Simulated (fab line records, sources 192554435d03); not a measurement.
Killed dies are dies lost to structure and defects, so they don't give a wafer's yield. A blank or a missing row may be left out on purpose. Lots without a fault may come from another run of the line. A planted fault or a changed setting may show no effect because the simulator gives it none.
Which tool did it? | flow n5_finfet | 12 lots, 36 wafers sampled, at 5 steps of a route of 1938

WHAT THE GAUGES READ, wafer by wafer
N5_BEOL_M4_OCD_MEAS_38.
lot  | measured     | on     | trench_depth_nm (nm)
L075 | day 8 04:11  | ocd-02 | 54.7 56.8 55.7
L077 | day 8 09:34  | ocd-01 | 54.5 53.4 55.3
L079 | day 9 05:20  | ocd-02 | 56.4 55.9 54.8
L081 | day 9 15:35  | ocd-01 | 54.9 54.1 53.1
L083 | day 9 23:47  | ocd-02 | 53.9 55.4 54.3
L085 | day 10 23:23 | ocd-02 | 55.3 56.0 54.9
L087 | day 11 03:01 | ocd-02 | 55.0 55.0 54.1
L089 | day 11 18:21 | ocd-02 | 55.2 56.3 55.3
L093 | day 12 05:15 | ocd-02 | 54.8 56.4 55.2
L092 | day 12 09:03 | ocd-02 | 54.5 55.5 54.8
L095 | day 13 17:02 | ocd-01 | 57.4 54.6 55.1
L097 | day 14 19:09 | ocd-01 | 56.1 54.9 54.2

WHICH TOOL RAN EACH LOT (tool, then ch and the chambers of the sampled wafers, then the start)
lot  | N5_BEOL_M3_SURFACE_TREAT_85  | N5_BEOL_M3_SPUTTER_79        | N5_BEOL_M3_DEP_57               | N5_BEOL_M4_VIA_ETCH_34
L075 | pvd_sputter-01, day 7 08:46  | pvd_sputter-01, day 7 09:14  | pecvd-01 ch 0,1, day 7 11:46    | rie_diel-04 ch 0,1,2, day 8 03:56
L077 | pvd_sputter-02, day 8 00:31  | pvd_sputter-03, day 8 02:28  | pecvd-02 ch 0,1,2, day 8 05:00  | rie_diel-03 ch 1,2,3, day 8 09:18
L079 | pvd_sputter-01, day 8 21:33  | pvd_sputter-03, day 8 22:04  | pecvd-02 ch 1,2, day 9 00:36    | rie_diel-04 ch 1,2,3, day 9 05:05
L081 | pvd_sputter-03, day 9 07:02  | pvd_sputter-01, day 9 09:02  | pecvd-01 ch 1,2, day 9 11:34    | rie_diel-03 ch 0,2, day 9 15:20
L083 | pvd_sputter-01, day 9 12:28  | pvd_sputter-03, day 9 14:13  | pecvd-01 ch 1,2, day 9 16:45    | rie_diel-05 ch 0,1,3, day 9 23:32
L085 | pvd_sputter-02, day 10 05:57 | pvd_sputter-02, day 10 06:28 | pecvd-04 ch 0, day 10 09:04     | rie_diel-05 ch 0,2, day 10 23:08
L087 | pvd_sputter-02, day 10 20:52 | pvd_sputter-02, day 10 21:19 | pecvd-02 ch 0,2, day 10 23:50   | rie_diel-03 ch 0,2,3, day 11 02:46
L089 | pvd_sputter-02, day 11 09:35 | pvd_sputter-03, day 11 10:35 | pecvd-04 ch 0,1,2, day 11 13:06 | rie_diel-05 ch 0,1, day 11 18:06
L093 | pvd_sputter-01, day 11 18:45 | pvd_sputter-02, day 11 19:29 | pecvd-02 ch 0,1,2, day 11 22:06 | rie_diel-04 ch 1,2, day 12 04:59
L092 | pvd_sputter-03, day 11 23:34 | pvd_sputter-02, day 12 00:08 | pecvd-02 ch 1,2, day 12 03:33   | rie_diel-05 ch 0,2, day 12 08:48
L095 | pvd_sputter-03, day 13 08:40 | pvd_sputter-03, day 13 09:08 | pecvd-04 ch 0,1,2, day 13 11:41 | rie_diel-04 ch 0,2, day 13 16:47
L097 | pvd_sputter-03, day 13 11:29 | pvd_sputter-02, day 13 12:06 | pecvd-02 ch 0,1,2, day 13 14:56 | rie_diel-04 ch 0,2, day 14 18:54
- N5_BEOL_M3_SURFACE_TREAT_85
- N5_BEOL_M3_SPUTTER_79: material Cu, target thk 4.5 nm, time 8.29 s.
- N5_BEOL_M3_DEP_57: deposits SiCN from 3MS/NH3, target thk 8 nm, time 14 s.
- N5_BEOL_M4_VIA_ETCH_34: etches the open film in C4F6/O2, target depth 69.4 nm, time 65.9 s.

THE ANSWER, worked out from the rows above alone
Rule: what is usual is taken from the lots themselves. Put in order of their means at a reading, lots are off if they are a third of the lots or fewer, leave a main group of 4 or more, and stand apart from it by a gap of 3 or more times the standard deviation of the main group's means; of several such gaps the widest counts. A main group whose means are all the same, to the digits that the tables above print for the reading, isn't used. A lot without any number at a reading at which 4 lots or more have one is off too. The other lots that the step has rows for count as sound.
No lot is off at any reading shown: from this, nothing can be told.

WHAT THE SIMULATOR HAD PUT IN
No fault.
